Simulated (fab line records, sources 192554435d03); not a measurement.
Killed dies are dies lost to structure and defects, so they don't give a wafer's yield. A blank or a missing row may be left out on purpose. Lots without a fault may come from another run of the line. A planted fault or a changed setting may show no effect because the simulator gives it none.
Which tool did it? | flow n5_finfet | 10 lots, 30 wafers sampled, at 1 step of a route of 1938

WHAT THE GAUGES READ, wafer by wafer
N5_BEOL_M4_RC_MEAS_101. Usual: DIBL_N 36.6 mV/V, standard deviation 1.9; DIBL_P 36.7 mV/V, standard deviation 2.2; IOFF_N 0.16 nA/um, standard deviation 0.035; IOFF_P 0.22 nA/um, standard deviation 0.038; ION_N 672 uA/um, standard deviation 14; ION_P 462 uA/um, standard deviation 8.3; SS_N 71.6 mV/dec, standard deviation 0.65; SS_P 73.5 mV/dec, standard deviation 0.72; VT_N 250 mV, standard deviation 3.5; VT_P -250 mV, standard deviation 3.1.
lot  | measured     | on        | DIBL_N (mV/V)  | DIBL_P (mV/V)  | IOFF_N (nA/um) | IOFF_P (nA/um) | ION_N (uA/um) | ION_P (uA/um) | SS_N (mV/dec)  | SS_P (mV/dec)  | VT_N (mV)   | VT_P (mV)      | flag
L333 | day 9 10:38  | prober-02 | 37.8 42.0 34.8 | 36.2 40.1 33.9 | 0.15 0.27 0.13 | 0.21 0.27 0.18 | 666 682 680   | 459 458 468   | 71.6 73.9 71.1 | 72.7 74.7 72.6 | 250 245 252 | -249 -249 -251 |
L332 | day 9 11:10  | prober-01 | 39.2 37.5 33.2 | 40.5 39.0 32.6 | 0.22 0.17 0.10 | 0.34 0.29 0.18 | 686 677 646   | 483 471 455   | 71.1 71.0 69.9 | 74.5 73.9 72.5 | 243 247 255 | -239 -244 -252 |
L337 | day 10 06:55 | prober-02 | 35.6 37.4 34.8 | 35.6 37.6 36.4 | 0.12 0.16 0.13 | 0.20 0.22 0.21 | 653 651 661   | 462 448 462   | 71.6 72.3 70.8 | 72.9 73.5 73.2 | 255 252 253 | -250 -251 -248 |
L341 | day 11 09:17 | prober-02 | 36.3 37.3 36.5 | 36.6 38.0 37.6 | 0.15 0.16 0.16 | 0.21 0.23 0.22 | 678 659 681   | 468 459 463   | 71.1 71.4 71.4 | 73.3 74.0 73.7 | 252 250 247 | -252 -248 -250 |
L343 | day 11 14:56 | prober-01 | 32.7 36.4 33.4 | 34.8 38.2 34.6 | 0.12 0.18 0.12 | 0.18 0.23 0.18 | 655 670 665   | 459 466 460   | 70.9 72.2 71.6 | 72.7 73.1 72.6 | 252 249 253 | -252 -249 -252 |
L342 | day 11 17:17 | prober-02 | 34.1 33.8 33.7 | 33.4 32.8 32.6 | 0.13 0.12 0.12 | 0.17 0.16 0.16 | 650 656 642   | 448 454 439   | 71.7 71.4 71.3 | 72.8 72.9 72.9 | 254 256 258 | -253 -253 -251 |
L351 | day 13 09:16 | prober-02 | 40.8 35.1 36.6 | 42.0 35.6 36.8 | 0.26 0.14 0.16 | 0.32 0.21 0.21 | 692 663 676   | 467 457 462   | 72.9 71.1 71.7 | 74.4 73.1 73.4 | 245 251 250 | -245 -249 -251 |
L350 | day 13 13:35 | prober-02 | 38.5 39.1 37.1 | 37.6 38.6 36.5 | 0.19 0.21 0.17 | 0.21 0.23 0.20 | 674 693 686   | 453 471 466   | 72.4 72.5 71.5 | 74.1 74.6 73.9 | 246 247 246 | -251 -252 -253 |
L352 | day 14 07:06 | prober-01 | 37.4 37.4 38.9 | 38.4 38.9 38.7 | 0.16 0.17 0.18 | 0.22 0.25 0.24 | 678 667 654   | 468 455 452   | 71.0 71.4 72.4 | 74.4 73.9 74.9 | 251 253 254 | -249 -247 -249 |
L354 | day 14 07:49 | prober-02 | 38.0 39.0 37.8 | 37.2 39.1 36.6 | 0.19 0.23 0.18 | 0.26 0.31 0.25 | 699 682 674   | 472 467 463   | 71.8 71.8 72.4 | 73.5 74.1 73.6 | 249 245 248 | -244 -244 -245 |

WHICH TOOL RAN EACH LOT (tool, then ch and the chambers of the sampled wafers, then the start)
The record holds no process step before these readings.

WHAT THE TOOLS THEMSELVES READ (means of the sampled wafers that have a number; where no wafer has one, the mark that the record gives instead)
The record holds no such reading with a usual standard deviation.

THE ANSWER, worked out from the rows above alone
Rule: a lot is off if the mean of its wafers that have a number lies more than 3 standard deviations from the usual mean. A lot without any number at a reading at which 4 lots or more have one is off too. The other lots that the step has rows for count as sound. The gauges are gone through in route order, then the tools' own readings, and for those a lot's mean is taken as printed above. The first step at which some lot is off is used, and at that step the reading that is off furthest; a lot without a number counts as furthest.
No lot is off at any reading shown: from this, nothing can be told.

WHAT THE SIMULATOR HAD PUT IN
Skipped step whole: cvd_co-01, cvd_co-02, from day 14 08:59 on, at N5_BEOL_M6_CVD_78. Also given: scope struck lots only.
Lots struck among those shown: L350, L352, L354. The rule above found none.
